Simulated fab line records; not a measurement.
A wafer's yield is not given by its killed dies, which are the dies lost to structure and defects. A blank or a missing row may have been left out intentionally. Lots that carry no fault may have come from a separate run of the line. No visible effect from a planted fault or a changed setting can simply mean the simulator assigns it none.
Matching of chambers || flow n5-finfet || rie-diel-02 running N5_BEOL_M8_DESCUM_33: 4 sister chambers
The step chemistry O2, time 7 s. 14 wafers are shown with their chamber, then 6 later ones without.

## WAFERS WITH THEIR CHAMBER
{"wafer": "L466.1", "chamber": 2, "drypump-motor-current-A (A)": 5.5, "throttle-valve-pct (%)": 20.36, "showerhead-plenum-p-Torr (Torr)": 2.23}
{"wafer": "L466.3", "chamber": 3, "drypump-motor-current-A (A)": 6.5, "throttle-valve-pct (%)": 20.07, "showerhead-plenum-p-Torr (Torr)": 1.96}
{"wafer": "L466.5", "chamber": 1, "drypump-motor-current-A (A)": 5.4, "throttle-valve-pct (%)": 20.47, "showerhead-plenum-p-Torr (Torr)": 1.97}
{"wafer": "L469.2", "chamber": 2, "drypump-motor-current-A (A)": 5.4, "throttle-valve-pct (%)": 20.37, "showerhead-plenum-p-Torr (Torr)": 2.23}
{"wafer": "L469.5", "chamber": 2, "drypump-motor-current-A (A)": 5.4, "throttle-valve-pct (%)": 20.36, "showerhead-plenum-p-Torr (Torr)": 2.23}
{"wafer": "L469.6", "chamber": 0, "drypump-motor-current-A (A)": 5.6, "throttle-valve-pct (%)": 20.55, "showerhead-plenum-p-Torr (Torr)": 1.99}
{"wafer": "L473.2", "chamber": 2, "drypump-motor-current-A (A)": 5.4, "throttle-valve-pct (%)": 20.37, "showerhead-plenum-p-Torr (Torr)": 2.23}
{"wafer": "L473.5", "chamber": 2, "drypump-motor-current-A (A)": 5.5, "throttle-valve-pct (%)": 20.38, "showerhead-plenum-p-Torr (Torr)": 2.23}
{"wafer": "L475.2", "chamber": 0, "drypump-motor-current-A (A)": 5.6, "throttle-valve-pct (%)": 20.56, "showerhead-plenum-p-Torr (Torr)": 1.98}
{"wafer": "L475.3", "chamber": 2, "drypump-motor-current-A (A)": 5.4, "throttle-valve-pct (%)": 20.38, "showerhead-plenum-p-Torr (Torr)": 2.23}
{"wafer": "L475.5", "chamber": 2, "drypump-motor-current-A (A)": 5.4, "throttle-valve-pct (%)": 20.40, "showerhead-plenum-p-Torr (Torr)": 2.23}
{"wafer": "L484.2", "chamber": 3, "drypump-motor-current-A (A)": 6.5, "throttle-valve-pct (%)": 19.72, "showerhead-plenum-p-Torr (Torr)": 2.21}
{"wafer": "L484.4", "chamber": 2, "drypump-motor-current-A (A)": 5.4, "throttle-valve-pct (%)": 20.43, "showerhead-plenum-p-Torr (Torr)": 2.22}
{"wafer": "L484.5", "chamber": 1, "drypump-motor-current-A (A)": 5.4, "throttle-valve-pct (%)": 20.17, "showerhead-plenum-p-Torr (Torr)": 2.22}

SIGNATURES (averages over the wafers above)
{"reading": "drypump-motor-current-A", "chamber 0": 5.600, "chamber 1": 5.400, "chamber 2": 5.425, "chamber 3": 6.500, "scatter within a chamber": 0.0387}
{"reading": "throttle-valve-pct", "chamber 0": 20.5550, "chamber 1": 20.3200, "chamber 2": 20.3813, "chamber 3": 19.8950, "scatter within a chamber": 0.105}
{"reading": "showerhead-plenum-p-Torr", "chamber 0": 1.9850, "chamber 1": 2.0950, "chamber 2": 2.2287, "chamber 3": 2.0850, "scatter within a chamber": 0.0791}
Rule: a wafer lies at a distance from a chamber equal to the root of the sum of squares, over the readings, of (its reading less the chamber's mean, divided by the reading's scatter). If the next closest chamber is less than 2 further off than the closest, the wafer can't be placed; otherwise it belongs to the closest. The scatter: the root of (the sum of the squares of (reading less its chamber's mean) over the shown wafers, divided by (wafers less chambers)).

## WAFERS MISSING THEIR CHAMBER
{"wafer": "L486.2", "drypump-motor-current-A (A)": 6.6, "throttle-valve-pct (%)": 19.73, "showerhead-plenum-p-Torr (Torr)": 2.21}
{"wafer": "L486.3", "drypump-motor-current-A (A)": 5.4, "throttle-valve-pct (%)": 20.42, "showerhead-plenum-p-Torr (Torr)": 2.21}
{"wafer": "L486.6", "drypump-motor-current-A (A)": 5.4, "throttle-valve-pct (%)": 20.16, "showerhead-plenum-p-Torr (Torr)": 2.21}
{"wafer": "L487.1", "drypump-motor-current-A (A)": 5.4, "throttle-valve-pct (%)": 20.43, "showerhead-plenum-p-Torr (Torr)": 2.21}
{"wafer": "L487.5", "drypump-motor-current-A (A)": 5.4, "throttle-valve-pct (%)": 20.19, "showerhead-plenum-p-Torr (Torr)": 2.21}
{"wafer": "L487.6", "drypump-motor-current-A (A)": 5.4, "throttle-valve-pct (%)": 20.45, "showerhead-plenum-p-Torr (Torr)": 2.21}

## EACH ONE'S CHAMBER
{"wafer": "L486.2", "from the rows above": 3, "in truth": 3}
{"wafer": "L486.3", "from the rows above": "can't be placed: 2 or 1", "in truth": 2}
{"wafer": "L486.6", "from the rows above": "can't be placed: 1 or 2", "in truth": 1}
{"wafer": "L487.1", "from the rows above": "can't be placed: 2 or 1", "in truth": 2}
{"wafer": "L487.5", "from the rows above": "can't be placed: 1 or 2", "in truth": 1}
{"wafer": "L487.6", "from the rows above": "can't be placed: 2 or 1", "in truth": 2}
Correctly placed: 1 of 6. Unplaceable from these rows: 5, with the true chamber sitting among the candidates in 5. Number placed wrongly: 0.
